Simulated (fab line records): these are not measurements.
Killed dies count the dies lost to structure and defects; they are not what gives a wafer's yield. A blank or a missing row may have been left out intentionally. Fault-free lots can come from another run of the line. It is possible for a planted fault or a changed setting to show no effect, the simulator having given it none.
Chamber matching ; flow n5Finfet ; rieDiel-01 running N5_BEOL_M7_STRIP_19: 4 sister chambers
The step strips in O2. 4 wafers are shown with their chamber, then 8 later ones without.

== WAFERS, EACH WITH ITS CHAMBER ==
wafer;chamber;drypumpMotorCurrentA (A)
L086.1;3;5.9
L086.3;2;6.0
L086.4;1;4.9
L093.2;0;5.2

== WAFERS WHOSE CHAMBER IS MISSING ==
wafer;drypumpMotorCurrentA (A)
L093.4;5.9
L093.6;5.2
L097.1;4.8
L097.3;5.9
L097.6;5.2
L096.1;5.9
L096.4;5.2
L096.5;5.9

== CHAMBER TAKEN BY EACH ==
wafer;from the rows above;in truth
L093.4;3;3
L093.6;0;0
L097.1;1;1
L097.3;3;3
L097.6;0;0
L096.1;3;3
L096.4;0;0
L096.5;3;3
Correct placement for 8 of the 8. From these rows, 0 cannot be placed. 0 placed wrongly.
How it was worked out, from the rows above alone: a wafer's distance from a chamber is the root of the sum, over the readings, of the square of ((its reading less the chamber's mean) divided by the reading's scatter). If the next closest chamber is less than 2 further off than the closest, the wafer can't be placed; otherwise it belongs to the closest. A chamber's mean is the mean of its shown wafers. The scatter: with one shown wafer a chamber, the root of the mean of the squares of how far each hidden wafer lies from its nearest shown one.
